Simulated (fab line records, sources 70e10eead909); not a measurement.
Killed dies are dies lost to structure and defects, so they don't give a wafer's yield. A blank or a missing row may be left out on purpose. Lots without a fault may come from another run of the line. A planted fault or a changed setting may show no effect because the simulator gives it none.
A struck lot beside a sound one | flow nand_harc | 39 steps out of a route of 1302
Sound: wafers L340.2, L340.3, L340.4. Struck: wafer L348.3. (L348.1, L348.4 of the same lot were not struck and are left out.) The cause comes at the end.
At each step with rows: each side's tool, then ch and its chambers, then its first start. Under that, the readings that differ: sound wafers | struck wafers | difference of the means | sigmas: that difference in standard deviations of wafers without a fault.
alike: readings whose means differ by less than 2 such deviations, and words and numbers that are the same on both sides. not compared: withheld readings, readings that some wafer has no value for, bounds like >300 that may hide the same value, and numbers for which the record gives no deviation and whose values overlap.
The two part at a step that has a row with sigmas, a row that says differs or no value, or rows on one side only. Numbers that don't overlap but have no deviation are shown without sigmas and don't part them. A reading that every wafer of one side lacks parts them only if that side has two wafers or more.

first, 4 steps without rows for these wafers: NHARC_A_BONDPAD_EBR_05; NHARC_A_BONDPAD_EXPOSE_06 (exposes mask A BPAD); NHARC_A_BONDPAD_PEB_07 (peb time 80 s); NHARC_A_BONDPAD_DEVELOP_08 (time 50 s).
NHARC_A_BONDPAD_CD_MEAS_09: target cd 500 nm.
  sound on cd_sem-01 ch 0, day 27 11:50; struck on cd_sem-01 ch 0, day 31 02:32
  reading    | sound             | struck | difference | sigmas
  cd_nm (nm) | 503.6 501.9 502.5 | 497.7  | -5.0       | -3
NHARC_A_BONDPAD_OVL_MEAS_35:
  sound on overlay-02, day 27 11:55; struck on overlay-01, day 31 02:38
  alike: overlay_x_nm, overlay_y_nm
then, 1 step without rows for these wafers: NHARC_A_BONDPAD_HARDBAKE_10 (time 65 s).
NHARC_A_BONDPAD_DESCUM_11: chemistry O2, time 3 s.
  sound on rie_diel-08 ch 0,2,3, day 27 12:03; struck on rie_diel-10 ch 1, day 31 02:45
  reading                | sound    | struck | difference | sigmas
  rf_hours_counter_h (h) | 24 13 33 | 3      | -20        |
  alike: drypump_motor_current_A, oes_product_au, rf_vpp_V, showerhead_plenum_p_Torr, throttle_valve_pct
then, 2 steps without rows for these wafers: NHARC_A_BONDPAD_ETCH_34 (etches the open film in N2/H2, target depth 60 nm, overetch 18 nm, time 65.91 s); NHARC_A_BONDPAD_ETCH_12 (etches the open film in CHF3/O2, target depth 220 nm, time 110 s).
NHARC_A_BONDPAD_CD_MEAS_13:
  sound on cd_sem-02, day 27 12:22; struck on cd_sem-03, day 31 03:04
  reading    | sound             | struck | difference | sigmas
  cd_nm (nm) | 502.4 500.1 501.1 | 496.7  | -4.5       | -2
NHARC_A_BONDPAD_STRIP_15: strips in O2.
  sound on rie_diel-13 ch 0,2,3, day 27 12:26; struck on rie_diel-13 ch 3, day 31 03:09
  reading                | sound    | struck | difference | sigmas
  rf_hours_counter_h (h) | 22 24 21 | 2      | -20        |
  alike: drypump_motor_current_A, oes_product_au, rf_vpp_V, showerhead_plenum_p_Torr, throttle_valve_pct
NHARC_A_BONDPAD_ETCH_24: etches the open film in CF4/N2, target depth 30 nm, time 72.99 s.
  sound on rie_diel-13 ch 0,1,3, day 27 12:35; struck on rie_diel-13 ch 2, day 31 03:18
  reading                | sound    | struck | difference | sigmas
  rf_hours_counter_h (h) | 24 21 24 | 2      | -21        |
  alike: drypump_motor_current_A, oes_product_au, rf_vpp_V, showerhead_plenum_p_Torr, throttle_valve_pct
then, 2 steps without rows for these wafers: NHARC_A_BONDPAD_STRIP_16 (strips in post etch residue remover, time 600 s); NHARC_A_BONDPAD_DEGAS_25 (time 60 s).
NHARC_A_BONDPAD_PRE_CLEAN_26: time 30 s.
  sound on pvd_sputter-02; struck on pvd_sputter-01
  alike: heater_power_w
NHARC_A_BONDPAD_PVD_17: deposits TaN, target thk 5 nm, time 8.06 s.
  sound on pvd_sputter-02; struck on pvd_sputter-01
  alike: throttle_valve_pct
then, 4 steps without rows for these wafers: NHARC_A_BONDPAD_PVD_27 (deposits Cu, target thk 30 nm, time 20.49 s); NHARC_A_BONDPAD_ECD_18 (material Cu, target thk 400 nm); NHARC_A_BONDPAD_ANNEAL_28 (time 90 s); NHARC_A_BONDPAD_CMP_19 (polishes, t overpolish 30 s, cu recess touch 16 s, target thk 169.82 nm).
NHARC_A_BONDPAD_THK_MEAS_20: measures by xrf.
  sound on film_metro-01, day 27 14:39; struck on film_metro-02, day 31 05:06
  alike: thk_nm
then, 6 steps without rows for these wafers: NHARC_A_BONDPAD_SRD_21 (time 30 s, dry time 20 s); NHARC_HYBRID_BOND_ACTIVATE_00 (chemistry N2, time 60 s); NHARC_HYBRID_BOND_PRECLEAN_01 (cleans in DIW, time 300 s); NHARC_HYBRID_BOND_SRD_02 (time 30 s, dry time 20 s); NHARC_HYBRID_BOND_BOND_03; NHARC_HYBRID_BOND_ANNEAL_04 (time 7200 s).
NHARC_HYBRID_BOND_OVL_MEAS_05:
  sound on overlay-02, day 28 02:35; struck on overlay-01, day 31 12:34
  alike: overlay_x_nm, overlay_y_nm
then, 2 steps without rows for these wafers: NHARC_THIN_TSV_GRIND_00; NHARC_THIN_TSV_CMP_01 (polishes).
NHARC_THIN_TSV_THK_MEAS_02: measures by ir.
  sound on film_metro-01, day 28 04:17; struck on film_metro-01, day 31 15:27
  reading     | sound          | struck | difference | sigmas
  thk_nm (nm) | 3092 2738 2896 | 3409   | +500       | +3
then, 3 steps without rows for these wafers: NHARC_THIN_TSV_SRD_03; NHARC_THIN_TSV_PRECLEAN_41 (cleans in SC1); NHARC_THIN_TSV_SRD_42.
NHARC_THIN_TSV_DEP_43: deposits SiO2, target thk 1328.5 nm.
  sound on pecvd-01 ch 0,2, day 28 04:33; struck on pecvd-04 ch 2, day 31 15:44
  alike: throttle_valve_pct
then, 2 steps without rows for these wafers: NHARC_THIN_TSV_DEHYDRATE_04 (time 120 s); NHARC_THIN_TSV_HMDS_05 (time 30 s).
NHARC_END_SORT_01:
  sound on prober-02 ch 0, day 28 21:07; struck on prober-01 ch 0, day 32 07:45
  reading            | sound       | struck | difference | sigmas
  killed_short       | 2 3 0       | 5      | +3         | +2
  sort_bin_2_pct (%) | 4.0 5.0 4.0 | 8.3    | +4.0       | +3
  sort_bin_3_pct (%) | 0.6 1.2 0.9 | 2.7    | +1.8       | +5
  alike: defect_limited_yield, killed_at_array, killed_at_other, killed_at_periphery, killed_dies, killed_open, sort_bin_4_pct, sort_n_pass, sort_rim_yield_pct, sort_yield_pct

WHERE THEY PART
First at NHARC_A_BONDPAD_CD_MEAS_09; last, within this record, at NHARC_END_SORT_01.

WHY: what the simulator had put in
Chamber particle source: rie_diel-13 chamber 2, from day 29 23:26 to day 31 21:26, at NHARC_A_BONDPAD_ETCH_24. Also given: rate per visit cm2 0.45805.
